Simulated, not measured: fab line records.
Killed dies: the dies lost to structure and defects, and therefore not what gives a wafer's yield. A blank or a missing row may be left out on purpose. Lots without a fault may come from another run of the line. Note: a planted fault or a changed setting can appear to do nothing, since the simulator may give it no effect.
The tool behind it: which one?    flow n5Finfet    24 lots, 72 wafers sampled, at 4 steps of a route of 1938

== WHAT EACH GAUGE READ, for each wafer ==
N5_BEOL_M2_THK_MEAS_01. Usual: M2_ILD_THK 78.7 nm, standard deviation 1.1.
lot   measured      on            M2_ILD_THK (nm)  flag
L074  day 6 10:05   filmMetro-02  80.0 79.7 79.7   
L075  day 6 15:54   filmMetro-02  77.3 78.4 78.0   
L076  day 6 18:41   filmMetro-02  78.6 79.4 78.8   
L077  day 7 05:00   filmMetro-02  78.4 80.3 78.7   
L078  day 7 10:20   filmMetro-02  79.2 80.5 79.6   
L079  day 7 18:22   filmMetro-02  78.9 78.2 80.1   
L080  day 8 08:16   filmMetro-02  79.2 79.6 79.1   
L081  day 8 13:20   filmMetro-01  77.5 77.9 78.9   
L082  day 8 16:49   filmMetro-01  78.6 79.6 78.5   
L083  day 8 21:13   filmMetro-02  78.5 79.1 80.6   
L084  day 9 07:08   filmMetro-01  78.0 77.3 79.8   
L085  day 9 15:02   filmMetro-01  78.7 79.6 78.3   
L086  day 9 15:13   filmMetro-02  77.0 81.4 79.0   
L087  day 9 21:44   filmMetro-01  77.1 78.9 77.0   
L088  day 10 01:40  filmMetro-01  77.9 77.4 78.3   
L089  day 10 05:47  filmMetro-02  77.2 81.4 78.0   
L090  day 10 18:53  filmMetro-01  77.0 79.6 78.4   
L091  day 10 19:43  filmMetro-01  76.1 76.5 77.6   
L093  day 10 21:01  filmMetro-01  78.2 76.8 79.3   
L092  day 11 00:19  filmMetro-02  77.7 79.5 78.8   
L094  day 12 02:45  filmMetro-02  78.6 77.2 79.9   
L095  day 12 05:15  filmMetro-01  78.2 78.2 78.8   
L096  day 12 06:50  filmMetro-02  79.0 78.1 77.1   
L097  day 12 10:33  filmMetro-02  78.5 80.6 79.7   

N5_BEOL_M2_CD_MEAS_18: pitch 36 nm, target cd 18 nm. Usual: cdNm at 18.1 nm, with a standard deviation of 0.34.
lot   measured      on        cdNm (nm)       flag
L074  day 6 11:38   cdSem-01  18.2 18.1 17.9  
L075  day 6 18:41   cdSem-01  18.1 18.7 18.0  
L076  day 6 20:00   cdSem-03  18.0 17.8 17.8  
L077  day 7 06:22   cdSem-02  17.8 17.9 18.3  
L078  day 7 12:13   cdSem-02  17.6 17.9 18.2  
L079  day 7 19:59   cdSem-01  18.1 17.7 18.1  
L080  day 8 09:59   cdSem-03  17.8 17.7 18.5  
L081  day 8 16:36   cdSem-02  17.6 18.1 17.5  
L082  day 8 18:50   cdSem-03  18.1 18.5 18.2  
L083  day 8 22:33   cdSem-02  18.4 17.3 18.0  
L084  day 9 10:32   cdSem-01  17.4 17.9 18.2  
L085  day 9 17:01   cdSem-01  18.0 17.9 18.0  
L086  day 9 17:13   cdSem-02  18.3 17.7 17.7  
L087  day 10 00:52  cdSem-01  18.6 18.0 18.1  
L088  day 10 04:18  cdSem-03  18.2 18.3 18.6  
L089  day 10 09:50  cdSem-01  18.3 18.3 18.2  
L090  day 10 20:50  cdSem-01  18.6 17.9 18.3  
L091  day 10 21:33  cdSem-03  18.0 18.0 18.6  
L093  day 10 22:25  cdSem-02  18.3 18.4 18.3  
L092  day 11 01:40  cdSem-01  18.4 18.2 17.9  
L094  day 12 06:05  cdSem-01  18.7 18.3 18.4  
L095  day 12 06:50  cdSem-01  18.5 18.3 18.0  
L096  day 12 09:59  cdSem-02  18.5 18.0 18.2  
L097  day 12 14:07  cdSem-03  18.3 18.6 17.7  

== TOOL THAT RAN EACH LOT (tool first, then ch and the chambers of the sampled wafers, then the start) ==
lot   N5_BEOL_M2_DESCUM_16               N5_BEOL_M2_ETCH_64
L074  rieDiel-03 ch 0,3, day 6 11:12     rieDiel-03 ch 0,3, day 6 11:17
L075  rieDiel-04 ch 0,2, day 6 18:09     rieDiel-04 ch 0,2, day 6 18:14
L076  rieDiel-04 ch 0,1,3, day 6 19:34   rieDiel-04 ch 0,1,3, day 6 19:39
L077  rieDiel-04 ch 0,3, day 7 05:55     rieDiel-04 ch 0,3, day 7 05:59
L078  rieDiel-04 ch 0,1,3, day 7 11:46   rieDiel-04 ch 0,1,3, day 7 11:50
L079  rieDiel-05 ch 0,2, day 7 19:32     rieDiel-05 ch 0,2, day 7 19:37
L080  rieDiel-04 ch 0,1,2, day 8 09:33   rieDiel-04 ch 0,1,2, day 8 09:38
L081  rieDiel-05 ch 0,1, day 8 16:03     rieDiel-05 ch 0,1, day 8 16:08
L082  rieDiel-03 ch 0,1,3, day 8 18:19   rieDiel-03 ch 0,1,3, day 8 18:24
L083  rieDiel-04 ch 0,2, day 8 22:07     rieDiel-04 ch 0,2, day 8 22:12
L084  rieDiel-05 ch 1,3, day 9 10:06     rieDiel-05 ch 1,3, day 9 10:11
L085  rieDiel-04 ch 1,2,3, day 9 16:33   rieDiel-04 ch 1,2,3, day 9 16:38
L086  rieDiel-03 ch 0,1,2, day 9 16:35   rieDiel-03 ch 0,1,2, day 9 16:40
L087  rieDiel-05 ch 1,2,3, day 10 00:25  rieDiel-05 ch 1,2,3, day 10 00:29
L088  rieDiel-03 ch 1,3, day 10 03:52    rieDiel-03 ch 1,3, day 10 03:56
L089  rieDiel-03 ch 1,3, day 10 09:23    rieDiel-03 ch 1,3, day 10 09:28
L090  rieDiel-03 ch 0,1,3, day 10 20:23  rieDiel-03 ch 0,1,3, day 10 20:28
L091  rieDiel-03 ch 0,1,2, day 10 21:07  rieDiel-03 ch 0,1,2, day 10 21:12
L093  rieDiel-05 ch 1,2, day 10 21:59    rieDiel-05 ch 1,2, day 10 22:04
L092  rieDiel-05 ch 1,2, day 11 01:12    rieDiel-05 ch 1,2, day 11 01:17
L094  rieDiel-04 ch 0,1,3, day 12 05:34  rieDiel-04 ch 0,1,3, day 12 05:38
L095  rieDiel-04 ch 0,3, day 12 06:19    rieDiel-04 ch 0,3, day 12 06:24
L096  rieDiel-05 ch 0,1,3, day 12 09:24  rieDiel-05 ch 0,1,3, day 12 09:29
L097  rieDiel-04 ch 1,2,3, day 12 13:40  rieDiel-04 ch 1,2,3, day 12 13:45
- N5_BEOL_M2_DESCUM_16: chemistry O2, time 7 s.
- N5_BEOL_M2_ETCH_64: etches SOC in N2/H2, target depth 75 nm, overetch 22.5 nm, time 121.9 s.

== AS READ BY THE TOOLS THEMSELVES (means over the sampled wafers that have a number; for cases with no such wafer, the mark the record gives instead) ==
N5_BEOL_M2_DESCUM_16. Usual: drypumpMotorCurrentA 5.8 A, standard deviation 0.39; oesProductAu 0.79 a.u., standard deviation 0.095; rfVppV 243.3 V, standard deviation 1.5; showerheadPlenumPTorr 2.11 Torr, standard deviation 0.075; throttleValvePct 20.40 %, standard deviation 0.28.
lot   tool        drypumpMotorCurrentA (A)  oesProductAu (a.u.)  rfVppV (V)  showerheadPlenumPTorr (Torr)  throttleValvePct (%)  flag
L074  rieDiel-03  5.7                       0.79                 243.8       2.15                          20.24                 
L075  rieDiel-04  5.8                       0.73                 242.6       2.06                          20.68                 
L076  rieDiel-04  6.0                       0.76                 245.0       2.15                          20.63                 
L077  rieDiel-04  6.2                       0.70                 243.9       2.16                          20.92                 
L078  rieDiel-04  6.1                       0.75                 243.3       2.14                          20.63                 
L079  rieDiel-05  6.1                       0.85                 244.4       2.20                          20.23                 
L080  rieDiel-04  6.0                       0.76                 242.8       2.09                          20.58                 
L081  rieDiel-05  6.3                       0.77                 243.4       2.12                          20.37                 
L082  rieDiel-03  5.7                       0.83                 243.5       2.12                          20.34                 
L083  rieDiel-04  6.1                       0.71                 243.3       2.10                          20.88                 
L084  rieDiel-05  5.6                       0.70                 241.8       2.00                          20.34                 
L085  rieDiel-04  5.7                       0.82                 242.8       2.09                          20.38                 
L086  rieDiel-03  5.8                       0.74                 243.4       2.09                          20.29                 
L087  rieDiel-05  5.5                       0.76                 243.7       2.08                          20.22                 
L088  rieDiel-03  5.7                       0.87                 244.5       2.10                          20.44                 
L089  rieDiel-03  5.7                       0.86                 242.9       2.10                          20.45                 
L090  rieDiel-03  5.7                       0.80                 244.1       2.11                          20.38                 
L091  rieDiel-03  5.8                       0.83                 244.4       2.17                          20.20                 
L093  rieDiel-05  5.4                       0.75                 243.0       2.04                          20.15                 
L092  rieDiel-05  5.3                       0.80                 244.3       2.12                          20.02                 
L094  rieDiel-04  6.1                       0.88                 243.4       2.13                          20.46                 
L095  rieDiel-04  5.9                       0.91                 243.2       2.15                          20.53                 
L096  rieDiel-05  6.0                       0.71                 243.1       2.07                          20.43                 
L097  rieDiel-04  5.8                       0.81                 243.3       2.08                          20.42                 

N5_BEOL_M2_ETCH_64. Usual: drypumpMotorCurrentA 5.8 A, standard deviation 0.39; oesProductAu 0.60 a.u., standard deviation 0.069; rfVppV 524.2 V, standard deviation 2.7; showerheadPlenumPTorr 2.56 Torr, standard deviation 0.098; throttleValvePct 17.77 %, standard deviation 0.25.
lot   tool        drypumpMotorCurrentA (A)  oesProductAu (a.u.)  rfVppV (V)  showerheadPlenumPTorr (Torr)  throttleValvePct (%)  flag
L074  rieDiel-03  5.7                       0.61                 525.1       2.57                          17.45                 
L075  rieDiel-04  5.8                       0.56                 522.2       2.49                          17.99                 
L076  rieDiel-04  6.1                       0.57                 525.2       2.60                          17.96                 
L077  rieDiel-04  6.2                       0.54                 524.9       2.60                          18.23                 
L078  rieDiel-04  6.1                       0.57                 525.8       2.60                          17.98                 
L079  rieDiel-05  6.1                       0.65                 528.3       2.70                          17.77                 
L080  rieDiel-04  6.0                       0.58                 523.4       2.54                          17.96                 
L081  rieDiel-05  6.3                       0.59                 525.7       2.59                          17.88                 
L082  rieDiel-03  5.7                       0.63                 524.4       2.56                          17.67                 
L083  rieDiel-04  6.1                       0.54                 523.5       2.54                          18.21                 
L084  rieDiel-05  5.6                       0.53                 520.3       2.44                          17.77                 
L085  rieDiel-04  5.8                       0.63                 523.7       2.54                          17.70                 
L086  rieDiel-03  5.8                       0.56                 523.9       2.53                          17.69                 
L087  rieDiel-05  5.5                       0.57                 523.3       2.54                          17.69                 
L088  rieDiel-03  5.7                       0.65                 523.9       2.56                          17.88                 
L089  rieDiel-03  5.7                       0.65                 523.3       2.55                          17.88                 
L090  rieDiel-03  5.7                       0.61                 524.0       2.55                          17.71                 
L091  rieDiel-03  5.8                       0.63                 526.3       2.63                          17.57                 
L093  rieDiel-05  5.5                       0.57                 523.9       2.51                          17.72                 
L092  rieDiel-05  5.3                       0.62                 526.4       2.61                          17.65                 
L094  rieDiel-04  6.1                       0.67                 524.8       2.58                          17.76                 
L095  rieDiel-04  5.9                       0.68                 526.3       2.59                          17.75                 
L096  rieDiel-05  6.0                       0.54                 523.6       2.52                          17.87                 
L097  rieDiel-04  5.8                       0.60                 523.7       2.53                          17.73                 

== THE ANSWER, worked out from the rows above alone ==
Rule: a lot is off if the mean of its wafers that have a number lies more than 3 standard deviations from the usual mean. A lot without any number at a reading at which 4 lots or more have one is off too. All remaining lots with rows at the step are treated as sound. Order of review: gauges by route order, followed by the tools' own readings, for which a lot's mean as printed above is used. At the first step where some lot is off, the reading lying furthest off is the one used; lots without a number count as furthest.
Across all readings shown, no lot is off: no conclusion can be drawn from this.

== WHAT THE SIMULATOR PUT IN ==
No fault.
